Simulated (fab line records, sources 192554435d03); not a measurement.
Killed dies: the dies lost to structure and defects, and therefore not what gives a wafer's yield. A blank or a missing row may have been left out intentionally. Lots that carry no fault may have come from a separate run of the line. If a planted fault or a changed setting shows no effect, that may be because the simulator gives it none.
fab line records + flow n5-finfet
record
- lots=7
- wafers=18
- last-day=18
route steps=1938 shown BEOL_M8@1381 PASSIVATION@1936
lots that met no fault: from a run of the same line without faults
start-h: hours from the record's opening day to when the first of the lot's shown wafers began + wait-h: time in hours since the lot's previous step + " same as the row above + L1.1+2: one row covering several wafers at once + - either no value or no given start + * or withheld: withheld + < > ~ a bound
route shown NAME@n: NAME is a module with steps in the file, n the number in the route of the first one + usual: mean/standard deviation of fault-free wafers + same: alike in all rows + chamber/n: place in a boat + sites: each site's reading + _std_site: the standard deviation of these + _edge_site: inner sites' mean taken away from outer sites' mean + radius-mm: how far each site lies from the wafer's centre + mask NAME#n: copy n + behind: the last tool/chamber to shape the wafer + hold: cause of the lot's hold/its duration in hours/its outcome + device: the transistor (n, p or np) that didn't switch + end of line: the route-end tests of the same wafers + a step without rows: its recipe alone + killed: at the first sort, the dies lost to defects and structure; wafer yield is something else + map: a wafer's dies, marking killed ones x, the rest . and places with no die _
set.NAME: the setting that was run; set.NAME@STEP: the one run at that earlier step + model.NAME: the simulator's own value behind a step, which no gauge read
lots at some steps of the route; a table a step, a row a wafer
services: a tool's chamber out of use, with start hour (start-h, from the record's first day; less than 0 if before it), hours out, and reason
## steps
# step N5_BEOL_M8_HM_STRIP_39
# recipe
- chemistry=peroxide-tin-strip
- material=TiN
- target-depth-a=250
- temp-c=50
- time-s=158
# step N5_BEOL_M8_SRD_40
# recipe
- time-s=30
- temp-c=23
- rinse-liquid=diw
- dry=ipa-marangoni
# step N5_BEOL_M8_PRECLEAN_42
# recipe
- chemistry=residue-remover
- time-s=60
- temp-c=40
# step N5_BEOL_M8_SRD_43
# recipe
- time-s=30
- temp-c=23
- rinse-liquid=diw
- dry=ipa-marangoni
# step N5_BEOL_M8_CD_MEAS_35
# recipe
- target-cd-nm=40
- polarity=opening
# usual
- cd-nm=40.1/0.75
| lot.wafer | tool      | chamber | start-h | wait-h | cd-nm |
|-----------|-----------|---------|---------|--------|-------|
| L449.3    | cd-sem-02 | -       | 214.70  | 0.0    | 41.1  |
| L449.5    | "         | -       | "       | "      | 40.3  |
| L449.6    | "         | -       | "       | "      | 40.2  |
| L451.1    | cd-sem-01 | -       | 217.21  | 0.0    | 41.3  |
| L451.3    | "         | -       | "       | "      | 41.1  |
| L451.4    | "         | -       | "       | "      | 40.2  |
| L457.1    | cd-sem-02 | -       | 274.65  | 0.0    | 40.5  |
| L457.3    | "         | -       | "       | "      | 40.7  |
| L459.3    | cd-sem-01 | -       | 289.86  | 0.0    | 39.5  |
| L459.4    | "         | -       | "       | "      | 39.5  |
| L459.5    | "         | -       | "       | "      | 40.3  |
| L465.3    | cd-sem-03 | -       | 336.73  | 0.0    | 39.9  |
| L465.5    | "         | -       | "       | "      | 39.7  |
| L465.6    | "         | -       | "       | "      | 40.6  |
| L466.2    | cd-sem-03 | -       | 344.03  | 0.0    | 41.3  |
| L466.6    | "         | -       | "       | "      | 39.9  |
| L467.2    | cd-sem-03 | -       | 347.13  | 0.0    | 40.0  |
| L467.4    | "         | -       | "       | "      | 39.5  |
# step N5_BEOL_M8_CURE_75
# recipe
- temp-c=370
- time-s=120
- ambient=DMADMS/He
- material=SiCOH_lowk
# step N5_BEOL_M8_DEGAS_44
# recipe
- ambient=vacuum
- temp-c=250
- time-s=60
# step N5_BEOL_M8_PRE_CLEAN_45
# recipe
- gas=H2/He
- time-s=30
- temp-c=250
# usual
- heater-power-w=323/21
| lot.wafer | tool           | chamber | start-h | wait-h | heater-power-w |
|-----------|----------------|---------|---------|--------|----------------|
| L449.3    | pvd-sputter-03 | -       | 215.36  | 0.0    | 318            |
| L449.5    | "              | -       | "       | "      | 356            |
| L449.6    | "              | -       | "       | "      | 322            |
| L451.1    | pvd-sputter-01 | -       | 217.62  | 0.0    | 303            |
| L451.3    | "              | -       | "       | "      | 301            |
| L451.4    | "              | -       | "       | "      | 307            |
| L457.1    | pvd-sputter-01 | -       | 275.20  | 0.0    | 312            |
| L457.3    | "              | -       | "       | "      | 330            |
| L459.3    | pvd-sputter-01 | -       | 290.41  | 0.0    | 303            |
| L459.4    | "              | -       | "       | "      | 325            |
| L459.5    | "              | -       | "       | "      | 326            |
| L465.3    | pvd-sputter-02 | -       | 337.42  | 0.0    | 314            |
| L465.5    | "              | -       | "       | "      | 355            |
| L465.6    | "              | -       | "       | "      | 314            |
| L466.2    | pvd-sputter-03 | -       | 344.44  | 0.0    | 354            |
| L466.6    | "              | -       | "       | "      | 354            |
| L467.2    | pvd-sputter-01 | -       | 347.55  | 0.0    | 303            |
| L467.4    | "              | -       | "       | "      | 304            |
# step N5_BEOL_M8_ALD_77
# recipe
- material=TaN
- target-thk-a=20
- temp-c=275
- ald-precursor-family=PDMAT
- ald-co-reactant=NH3
- pressure-torr=3
- carrier-flow-sccm=1500
- pulse-time-s=2
- purge-time-s=3
- co-reactant-purge-time-s=2
- co-reactant-pulse-time-s=3
- ald-cycles=40
- precursor-vessel-temp-c=75
- precursor-vessel-pressure-torr=26.25
- precursor-vessel-carrier-sccm=1000
# usual
- heater-power-w=413/30
- precursor-vessel-temp-c=75.00/0.14
# same
- pulse-time-s=2
| lot.wafer | tool         | chamber | start-h | wait-h | heater-power-w | precursor-vessel-temp-c |
|-----------|--------------|---------|---------|--------|----------------|-------------------------|
| L449.3    | ald-metal-03 | 2       | 215.42  | 0.0    | 466            | 74.93                   |
| L449.5    | "            | 1       | "       | "      | 489            | 74.87                   |
| L449.6    | "            | 0       | "       | "      | 416            | 74.83                   |
| L451.1    | ald-metal-02 | 0       | 217.72  | 0.1    | 412            | 74.80                   |
| L451.3    | "            | 1       | "       | "      | 408            | 75.03                   |
| L451.4    | "            | 3       | "       | "      | 423            | 75.06                   |
| L457.1    | ald-metal-02 | 1       | 275.26  | 0.0    | 412            | 75.07                   |
| L457.3    | "            | 3       | "       | "      | 425            | 75.04                   |
| L459.3    | ald-metal-02 | 0       | 290.47  | 0.0    | 413            | 74.89                   |
| L459.4    | "            | 1       | "       | "      | 425            | 75.03                   |
| L459.5    | "            | 0       | "       | "      | 413            | 74.65                   |
| L465.3    | ald-metal-01 | 3       | 337.50  | 0.1    | 390            | 75.05                   |
| L465.5    | "            | 2       | "       | "      | 422            | 75.11                   |
| L465.6    | "            | 1       | "       | "      | 402            | 75.12                   |
| L466.2    | ald-metal-02 | 2       | 344.73  | 0.3    | 383            | 75.02                   |
| L466.6    | "            | 1       | "       | "      | 419            | 74.62                   |
| L467.2    | ald-metal-02 | 2       | 347.85  | 0.3    | 383            | 75.12                   |
| L467.4    | "            | 1       | "       | "      | 421            | 74.85                   |
# step N5_BEOL_M8_SURFACE_TREAT_79
# recipe
- gas=Ar
- time-s=*
- ion-energy-ev=*
- ion-current-ma-cm2=0.5
- pressure-mtorr=*
- ar-flow-sccm=30
# usual
- pressure-mtorr=*
- throttle-valve-pct=*
| lot.wafer | tool           | chamber | start-h | wait-h | pressure-mtorr | throttle-valve-pct |
|-----------|----------------|---------|---------|--------|----------------|--------------------|
| L449.3    | pvd-sputter-01 | -       | 215.80  | 0.2    | *              | *                  |
| L449.5    | "              | -       | "       | "      | *              | *                  |
| L449.6    | "              | -       | "       | "      | *              | *                  |
| L451.1    | pvd-sputter-03 | -       | 218.84  | 1.0    | *              | *                  |
| L451.3    | "              | -       | "       | "      | *              | *                  |
| L451.4    | "              | -       | "       | "      | *              | *                  |
| L457.1    | pvd-sputter-01 | -       | 275.62  | 0.2    | *              | *                  |
| L457.3    | "              | -       | "       | "      | *              | *                  |
| L459.3    | pvd-sputter-03 | -       | 290.86  | 0.3    | *              | *                  |
| L459.4    | "              | -       | "       | "      | *              | *                  |
| L459.5    | "              | -       | "       | "      | *              | *                  |
| L465.3    | pvd-sputter-01 | -       | 337.78  | 0.2    | *              | *                  |
| L465.5    | "              | -       | "       | "      | *              | *                  |
| L465.6    | "              | -       | "       | "      | *              | *                  |
| L466.2    | pvd-sputter-01 | -       | 346.45  | 1.6    | *              | *                  |
| L466.6    | "              | -       | "       | "      | *              | *                  |
| L467.2    | pvd-sputter-03 | -       | 349.69  | 1.7    | *              | *                  |
| L467.4    | "              | -       | "       | "      | *              | *                  |
# step N5_BEOL_M8_CVD_78
# recipe
- material=Co
- target-thk-a=20
- temp-c=withheld
- precursor=CCTBA/H2
- pressure-torr=30
- time-s=142.3
# step N5_BEOL_M8_SPUTTER_48
# recipe
- material=Cu
- target-thk-a=100
- temp-c=-20
- bias-v=60
- power-w=26000
- chamber-pressure-pa=0.13
- time-s=1.667
# usual
- throttle-valve-pct=30.3/1
| lot.wafer | tool           | chamber | start-h | wait-h | throttle-valve-pct |
|-----------|----------------|---------|---------|--------|--------------------|
| L449.3    | pvd-sputter-01 | -       | 216.06  | 0.1    | 31.5               |
| L449.5    | "              | -       | "       | "      | 30.2               |
| L449.6    | "              | -       | "       | "      | 28.7               |
| L451.1    | pvd-sputter-03 | -       | 219.14  | 0.1    | 31.5               |
| L451.3    | "              | -       | "       | "      | 30.7               |
| L451.4    | "              | -       | "       | "      | 28.9               |
| L457.1    | pvd-sputter-02 | -       | 275.90  | 0.1    | 29.7               |
| L457.3    | "              | -       | "       | "      | 29.6               |
| L459.3    | pvd-sputter-01 | -       | 294.37  | 3.2    | 30.4               |
| L459.4    | "              | -       | "       | "      | 31.7               |
| L459.5    | "              | -       | "       | "      | 30.1               |
| L465.3    | pvd-sputter-01 | -       | 338.06  | 0.1    | 31.4               |
| L465.5    | "              | -       | "       | "      | 31.7               |
| L465.6    | "              | -       | "       | "      | 30.5               |
| L466.2    | pvd-sputter-01 | -       | 346.71  | 0.2    | 28.6               |
| L466.6    | "              | -       | "       | "      | 31.6               |
| L467.2    | pvd-sputter-01 | -       | 349.92  | 0.1    | 30.4               |
| L467.4    | "              | -       | "       | "      | 30.2               |
# step N5_BEOL_M8_ECD_50
# recipe
- material=Cu
- target-thk-a=3000
| lot.wafer | tool      | chamber | start-h | wait-h | model.Cu_of_BEOL_M8_ECD_50.thk-nm |
|-----------|-----------|---------|---------|--------|-----------------------------------|
| L449.3    | ecd-cu-01 | 1       | 216.20  | 0.1    | 305.8                             |
| L449.5    | "         | 0       | "       | "      | 299.6                             |
| L449.6    | "         | 1       | "       | "      | 297.6                             |
| L451.1    | ecd-cu-01 | 0       | 219.26  | 0.1    | 302                               |
| L451.3    | "         | 1       | "       | "      | 301.8                             |
| L451.4    | "         | 0       | "       | "      | 305                               |
| L457.1    | ecd-cu-02 | 1       | 276.02  | 0.1    | 299                               |
| L457.3    | "         | 1       | "       | "      | 300.4                             |
| L459.3    | ecd-cu-02 | 1       | 294.52  | 0.1    | 298                               |
| L459.4    | "         | 0       | "       | "      | 300.8                             |
| L459.5    | "         | 1       | "       | "      | 297.4                             |
| L465.3    | ecd-cu-02 | 0       | 338.20  | 0.1    | 296.4                             |
| L465.5    | "         | 0       | "       | "      | 298.2                             |
| L465.6    | "         | 1       | "       | "      | 392.2                             |
| L466.2    | ecd-cu-02 | 1       | 346.83  | 0.1    | 295.6                             |
| L466.6    | "         | 0       | "       | "      | 388.8                             |
| L467.2    | ecd-cu-02 | 1       | 350.04  | 0.1    | 299                               |
| L467.4    | "         | 1       | "       | "      | 389.4                             |
# step N5_BEOL_M8_ANNEAL_51
# recipe
- temp-c=225
- time-s=90
- ambient=N2
# usual
- wafer_temp_C_max=226.06/0.28
| lot.wafer | tool          | chamber | start-h | wait-h | wafer_temp_C_max |
|-----------|---------------|---------|---------|--------|------------------|
| L449.3    | rtp-anneal-02 | 0       | 217.10  | 0.9    | 225.83           |
| L449.5    | "             | 0       | "       | "      | 225.92           |
| L449.6    | "             | 0       | "       | "      | 225.68           |
| L451.1    | rtp-anneal-01 | 0       | 219.44  | 0.2    | 226.56           |
| L451.3    | "             | 0       | "       | "      | 226.77           |
| L451.4    | "             | 0       | "       | "      | 226.45           |
| L457.1    | rtp-anneal-02 | 0       | 276.46  | 0.4    | 226.01           |
| L457.3    | "             | 0       | "       | "      | 225.81           |
| L459.3    | rtp-anneal-02 | 0       | 294.68  | 0.1    | 225.89           |
| L459.4    | "             | 0       | "       | "      | 226.29           |
| L459.5    | "             | 0       | "       | "      | 226.10           |
| L465.3    | rtp-anneal-02 | 0       | 338.36  | 0.1    | 226.08           |
| L465.5    | "             | 0       | "       | "      | 226.04           |
| L465.6    | "             | 0       | "       | "      | 225.98           |
| L466.2    | rtp-anneal-02 | 0       | 347.06  | 0.2    | 225.92           |
| L466.6    | "             | 0       | "       | "      | 226.07           |
| L467.2    | rtp-anneal-01 | 0       | 350.25  | 0.2    | 226.13           |
| L467.4    | "             | 0       | "       | "      | 226.39           |
# step N5_BEOL_M8_CMP_52
# recipe
- stop-on=SiCOH_lowk
- t-overpolish-s=6.9
- down-force-psi=1
- platen-rpm=50
- clearing-platen-down-force-psi=1.5
- clearing-platen-rpm=50
- post-cmp-clean=cu-alkaline
- target-thk-nm=80
- clearing-platen-pad-velocity-m-s=0.99484
- pad-velocity-m-s=0.99484
# usual
- clearing-platen-down-force-psi=1.500/0.0031
- motor-current-A=6.0/0.68
- time-to-endpoint-s=62/4.4
| lot.wafer | tool   | chamber | start-h | wait-h | clearing-platen-down-force-psi | motor-current-A | time-to-endpoint-s |
|-----------|--------|---------|---------|--------|--------------------------------|-----------------|--------------------|
| L449.3    | cmp-01 | 3       | 217.34  | 0.2    | 1.503                          | 5.2             | 62                 |
| L449.6    | "      | 2       | "       | "      | 1.507                          | 5.9             | 67                 |
| L449.5    | "      | 3       | "       | "      | 1.503                          | 5.1             | 61                 |
| L451.1    | cmp-01 | 0       | 219.75  | 0.3    | 1.501                          | 5.2             | 54                 |
| L451.4    | "      | 1       | "       | "      | 1.504                          | 7.1             | 56                 |
| L451.3    | "      | 3       | "       | "      | 1.497                          | 4.9             | 57                 |
| L457.1    | cmp-02 | 1       | 276.76  | 0.3    | 1.500                          | 5.9             | 65                 |
| L457.3    | "      | 2       | "       | "      | 1.502                          | 6.2             | 63                 |
| L459.3    | cmp-01 | 1       | 294.89  | 0.2    | 1.497                          | 6.8             | 61                 |
| L459.4    | "      | 0       | "       | "      | 1.504                          | 5.6             | 62                 |
| L459.5    | "      | 1       | "       | "      | 1.501                          | 6.9             | 59                 |
| L465.3    | cmp-02 | 1       | 338.57  | 0.2    | 1.501                          | 5.6             | 62                 |
| L465.6    | "      | 1       | "       | "      | 1.505                          | 5.7             | 81                 |
| L465.5    | "      | 2       | "       | "      | 1.500                          | 6.0             | 59                 |
| L466.2    | cmp-02 | 3       | 347.44  | 0.3    | 1.498                          | 6.7             | 61                 |
| L466.6    | "      | 0       | "       | "      | 1.503                          | 6.0             | 83                 |
| L467.4    | cmp-02 | 0       | 350.56  | 0.2    | 1.502                          | 5.9             | 84                 |
| L467.2    | "      | 1       | "       | "      | 1.502                          | 5.7             | 64                 |
# step N5_BEOL_M8_THK_MEAS_53
# recipe
- thk-meas-gauge=xrf
- reads=Cu_of_BEOL_M8_ECD_50
# usual
- M8_THK=80.9/2.1
| lot.wafer | tool          | chamber | start-h | wait-h | M8_THK[nm] |
|-----------|---------------|---------|---------|--------|------------|
| L449.3    | film-metro-01 | -       | 217.60  | -      | 76.5       |
| L449.5    | "             | -       | "       | "      | 78.7       |
| L449.6    | "             | -       | "       | "      | 77.1       |
| L451.1    | film-metro-01 | -       | 220.05  | -      | 80.2       |
| L451.3    | "             | -       | "       | "      | 76.4       |
| L451.4    | "             | -       | "       | "      | 77.9       |
| L457.1    | film-metro-01 | -       | 277.05  | -      | 82.5       |
| L457.3    | "             | -       | "       | "      | 79.1       |
| L459.3    | film-metro-02 | -       | 295.19  | -      | 79.2       |
| L459.4    | "             | -       | "       | "      | 83.3       |
| L459.5    | "             | -       | "       | "      | 80.0       |
| L465.3    | film-metro-02 | -       | 338.86  | -      | 75.6       |
| L465.5    | "             | -       | "       | "      | 82.1       |
| L465.6    | "             | -       | "       | "      | 81.5       |
| L466.2    | film-metro-02 | -       | 347.62  | -      | 80.7       |
| L466.6    | "             | -       | "       | "      | 80.2       |
| L467.2    | film-metro-02 | -       | 350.82  | -      | 78.9       |
| L467.4    | "             | -       | "       | "      | 80.7       |
# step N5_PASSIVATION_PROBE_49
# usual
- defect-limited-yield=91.1/1.3
- killed_at_M0_to_M3=32/9.7
- killed_at_M4_up=16/6
- killed-at-contacts=12/5.9
- killed-at-front-end=41/11
- killed-at-other=4/3.1
- killed-dies=104/16
- killed-on-rim=14/4
- killed-open=68/12
- killed-short=34/7.4
- sort_bin_5_function=5.1/0.85
- sort_bin_6_memory=3.3/0.66
- sort_bin_8_speed=0.1/0.53
- sort-n-pass=1075/16
- sort-yield-pct=91.1/1.4
# same
- gross-dies=1180
- killed-at-back-side=0
- sort_bin_4_leakage[%]=0
| lot.wafer | tool      | chamber | start-h | wait-h | defect-limited-yield[%] | killed_at_M0_to_M3 | killed_at_M4_up | killed-at-contacts | killed-at-front-end | killed-at-other | killed-dies | killed-on-rim | killed-open | killed-short | sort_bin_5_function[%] | sort_bin_6_memory[%] | sort_bin_8_speed[%] | sort-n-pass | sort-yield-pct[%] |
|-----------|-----------|---------|---------|--------|-------------------------|--------------------|-----------------|--------------------|---------------------|-----------------|-------------|---------------|-------------|--------------|------------------------|----------------------|---------------------|-------------|-------------------|
| L449.3    | prober-02 | -       | 291.32  | 0.1    | 91.3                    | 33                 | 14              | 20                 | 32                  | 4               | 103         | 18            | 71          | 32           | 4.8                    | 3.6                  | 0                   | 1077        | 91.3              |
| L449.5    | prober-02 | -       | 291.42  | 0.2    | 92.3                    | 33                 | 20              | 14                 | 22                  | 2               | 91          | 10            | 60          | 29           | 4.4                    | 3.2                  | 0                   | 1089        | 92.3              |
| L449.6    | prober-02 | -       | 291.47  | 0.3    | 90.0                    | 40                 | 17              | 5                  | 48                  | 8               | 118         | 17            | 79          | 37           | 5.8                    | 3.8                  | 0                   | 1062        | 90.0              |
| L459.3    | prober-02 | -       | 366.05  | 0.1    | 89.6                    | 26                 | 13              | 13                 | 63                  | 8               | 123         | 23            | 73          | 42           | 6.4                    | 3.4                  | 0                   | 1057        | 89.6              |
| L459.4    | prober-02 | -       | 366.10  | 0.2    | 89.3                    | 27                 | 21              | 13                 | 63                  | 2               | 126         | 11            | 102         | 23           | 6.9                    | 3.6                  | 0                   | 1054        | 89.3              |
| L459.5    | prober-02 | -       | 366.15  | 0.2    | 88.8                    | 38                 | 13              | 22                 | 56                  | 3               | 132         | 22            | 89          | 40           | 6.0                    | 4.7                  | 0                   | 1048        | 88.8              |
| L465.3    | prober-01 | -       | 400.04  | 0.1    | 90.2                    | 21                 | 24              | 19                 | 52                  | 0               | 116         | 15            | 83          | 28           | 5.7                    | 3.6                  | 0                   | 1064        | 90.2              |
| L465.5    | prober-01 | -       | 400.14  | 0.2    | 92.5                    | 29                 | 22              | 6                  | 28                  | 4               | 89          | 14            | 52          | 37           | 4.7                    | 2.6                  | 0                   | 1091        | 92.5              |
| L465.6    | prober-01 | -       | 400.19  | 0.3    | 92.8                    | 25                 | 15              | 8                  | 37                  | 0               | 85          | 5             | 57          | 21           | 3.5                    | 3.1                  | 0                   | 1095        | 92.8              |
| L466.2    | prober-01 | -       | 412.99  | 0.1    | 91.8                    | 28                 | 11              | 20                 | 34                  | 4               | 97          | 11            | 71          | 26           | 5.3                    | 2.8                  | 0                   | 1083        | 91.8              |
| L466.6    | prober-01 | -       | 413.19  | 0.3    | 92.0                    | 31                 | 10              | 5                  | 44                  | 4               | 94          | 19            | 51          | 30           | 4.7                    | 1.9                  | 0                   | 1086        | 92.0              |
| L467.2    | prober-01 | -       | 425.34  | 0.1    | 87.6                    | 24                 | 9               | 16                 | 95                  | 2               | 146         | 13            | 89          | 35           | 5.6                    | 4.8                  | 0                   | 1034        | 87.6              |
| L467.4    | prober-01 | -       | 425.44  | 0.2    | 88.6                    | 32                 | 28              | 5                  | 67                  | 3               | 135         | 26            | 94          | 34           | 6.8                    | 4.0                  | 0                   | 1045        | 88.6              |
# killed by level:class
L449.3 MOL_CONTACT_COAG:geometric-particle:open=17 BEOL_M0_SAQP:geometric-particle:open=10 FIN_SAQP:geometric-particle:open=8 BEOL_M4:geometric-particle:short=7 BEOL_M0_SAQP:geometric-particle:short=6 BEOL_M3:geometric-particle:open=5 FIN_SAQP:geometric-particle:short=4 BEOL_M2:geometric-particle:open=4
L449.5 MOL_CONTACT_COAG:geometric-particle:open=11 BEOL_M1:geometric-particle:open=8 BEOL_M0_SAQP:geometric-particle:open=7 GATE_CUT:geometric-particle:short=6 BEOL_M4:geometric-particle:open=6 BEOL_M0:geometric-particle:open=5 BEOL_M0_SAQP:geometric-particle:short=4 FIN_SAQP:geometric-particle:open=3
L449.6 BEOL_M2:geometric-particle:open=10 STI_FIN_REVEAL:geometric-particle:open=9 BEOL_M0_SAQP:geometric-particle:short=8 FIN_SAQP:geometric-particle:open=7 GATE_CUT:geometric-particle:open=7 BEOL_M0_SAQP:geometric-particle:open=7 GATE_CUT:geometric-particle:short=6 FIN_SAQP:geometric-particle:short=5
L459.3 STI_FIN_REVEAL:geometric-particle:open=14 BEOL_M0_SAQP:geometric-particle:short=12 FIN_SAQP:geometric-particle:open=11 DUMMY_GATE:geometric-particle:open=10 MOL_CONTACT_COAG:geometric-particle:open=10 BEOL_M0_SAQP:geometric-particle:open=7 GATE_CUT:geometric-particle:short=6 HKMG_FIN:area-etch=6
L459.4 STI_FIN_REVEAL:geometric-particle:open=23 FIN_SAQP:geometric-particle:open=16 BEOL_M2:geometric-particle:open=12 MOL_CONTACT_COAG:geometric-particle:open=10 DUMMY_GATE:geometric-particle:open=7 BEOL_M4:geometric-particle:open=7 BEOL_M0_SAQP:geometric-particle:open=6 BEOL_M7:geometric-particle:open=6
L459.5 MOL_CONTACT_COAG:geometric-particle:open=17 FIN_SAQP:geometric-particle:open=15 BEOL_M0_SAQP:geometric-particle:short=9 DUMMY_GATE:geometric-particle:open=8 BEOL_M0_SAQP:geometric-particle:open=8 BEOL_M1:geometric-particle:open=8 STI_FIN_REVEAL:geometric-particle:open=7 MOL_CONTACT_COAG:geometric-particle:short=5
L465.3 MOL_CONTACT_COAG:geometric-particle:open=17 DUMMY_GATE:geometric-particle:open=14 STI_FIN_REVEAL:geometric-particle:open=9 BEOL_M3:geometric-particle:open=9 BEOL_M4:geometric-particle:open=9 FIN_SAQP:geometric-particle:open=6 BEOL_M2:geometric-particle:open=5 BEOL_M4:geometric-particle:short=5
L465.5 BEOL_M4:geometric-particle:open=10 FIN_SAQP:geometric-particle:short=9 BEOL_M0_SAQP:geometric-particle:short=6 BEOL_M0_SAQP:geometric-particle:open=6 BEOL_M3:geometric-particle:open=6 MOL_CONTACT_COAG:geometric-particle:open=5 FIN_SAQP:geometric-particle:open=3 STI_FIN_REVEAL:geometric-particle:open=3
L465.6 MOL_CONTACT_COAG:geometric-particle:open=7 BEOL_M1:geometric-particle:open=7 HKMG_FIN:area-etch=7 BEOL_M4:geometric-particle:open=6 BEOL_M0_SAQP:geometric-particle:short=5 STARTING-WAFER:geometric-particle:open=5 FIN_SAQP:geometric-particle:open=4 DUMMY_GATE:geometric-particle:open=4
L466.2 MOL_CONTACT_COAG:geometric-particle:open=20 FIN_SAQP:geometric-particle:open=8 FIN_SAQP:geometric-particle:short=6 STI_FIN_REVEAL:geometric-particle:open=5 BEOL_M0_SAQP:geometric-particle:short=5 BEOL_M0_SAQP:geometric-particle:open=5 BEOL_M0:geometric-particle:open=5 DUMMY_GATE:geometric-particle:open=4
L466.6 BEOL_M3:geometric-particle:open=13 HKMG_FIN:area-etch=13 STI_FIN_REVEAL:geometric-particle:open=6 ILD0:geometric-particle:short=5 MOL_CONTACT_COAG:geometric-particle:open=5 FIN_SAQP:geometric-particle:short=4 BEOL_M0_SAQP:geometric-particle:short=4 FIN_SAQP:geometric-particle:open=3
L467.2 FIN_SAQP:geometric-particle:open=22 HKMG_FIN:area-etch=20 STI_FIN_REVEAL:geometric-particle:open=17 MOL_CONTACT_COAG:geometric-particle:open=11 BEOL_M0_SAQP:geometric-particle:short=7 FIN_SAQP:geometric-particle:short=6 BEOL_M0_SAQP:geometric-particle:open=6 DUMMY_GATE:geometric-particle:open=5
L467.4 BEOL_M4:geometric-particle:open=18 FIN_SAQP:geometric-particle:open=16 DUMMY_GATE:geometric-particle:open=13 BEOL_M0_SAQP:geometric-particle:open=13 STI_FIN_REVEAL:geometric-particle:open=12 FIN_SAQP:geometric-particle:short=9 BEOL_M0_SAQP:geometric-particle:short=7 BEOL_M3:geometric-particle:open=6
## services
| tool          | chamber | start-h | hours | kind                           |
|---------------|---------|---------|-------|--------------------------------|
| ald-metal-01  | 2       | 216.17  | 2.4   | repair                         |
| ald-metal-02  | 3       | 226.31  | 2.8   | repair                         |
| ald-metal-01  | 0       | 244.90  | 1.6   | repair                         |
| ald-metal-02  | 2       | 249.40  | 6.7   | repair                         |
| ecd-cu-02     | -       | 254.18  | 1.9   | repair                         |
| ald-metal-01  | 0       | 255.86  | 4.0   | repair                         |
| ald-metal-03  | 1       | 262.22  | 8.8   | repair                         |
| ald-metal-01  | -       | 265.40  | 0.6   | repair                         |
| ald-metal-02  | 2       | 266.93  | 17.2  | repair                         |
| ald-metal-02  | -       | 277.86  | 2.8   | pm                             |
| cmp-01        | -       | 278.70  | 4.0   | pm                             |
| ald-metal-03  | 1       | 282.50  | 6.5   | repair                         |
| cmp-01        | -       | 282.70  | -     | consumable-replace:conditioner |
| cmp-01        | -       | 282.70  | -     | consumable-replace:pad         |
| ecd-cu-02     | -       | 283.06  | 1.0   | repair                         |
| cmp-01        | -       | 284.29  | 0.9   | repair                         |
| rtp-anneal-02 | -       | 316.34  | 5.9   | pm                             |
| cmp-02        | -       | 320.10  | 1.7   | repair                         |
| cmp-02        | -       | 323.33  | 4.0   | pm                             |
| cmp-02        | -       | 327.33  | -     | consumable-replace:conditioner |
| cmp-02        | -       | 332.21  | 2.9   | repair                         |
| ald-metal-02  | 3       | 333.47  | 2.0   | repair                         |
| ald-metal-03  | -       | 337.59  | 14.0  | pm                             |
| ald-metal-01  | -       | 343.11  | 8.7   | pm                             |
## key
first-sign
- step=N5_BEOL_M8_CMP_52
- reading=time-to-endpoint-s
- direction=up
- sigmas=4.6
- usual=*
- struck=*
effect none on later readings
model-effect
- step=N5_BEOL_M8_ECD_50
- value=Cu_of_BEOL_M8_ECD_50.thk-nm
- without=298.2
- struck=390.1
met-at N5_BEOL_M8_ECD_50
struck-wafers L465.6,L466.6,L467.4
baseline-loss
- step=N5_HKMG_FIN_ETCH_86
- wafers=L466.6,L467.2
onset-between 294.52 338.20
fault
- kind=process-parameter-drift
- tool=ecd-cu-02
- chamber=-
- onset-h=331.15
- steps=N5_BEOL_M8_ECD_50
- channel=target-thk-a
- offset=*
- shape=step
- end-h=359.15
- scope=struck-wafers-only
- acts-in=*
- stated=*
# baseline-loss: these wafers lose ten dies or more at that step, a loss of the line's own and not of a fault; the sort's usual values leave them out
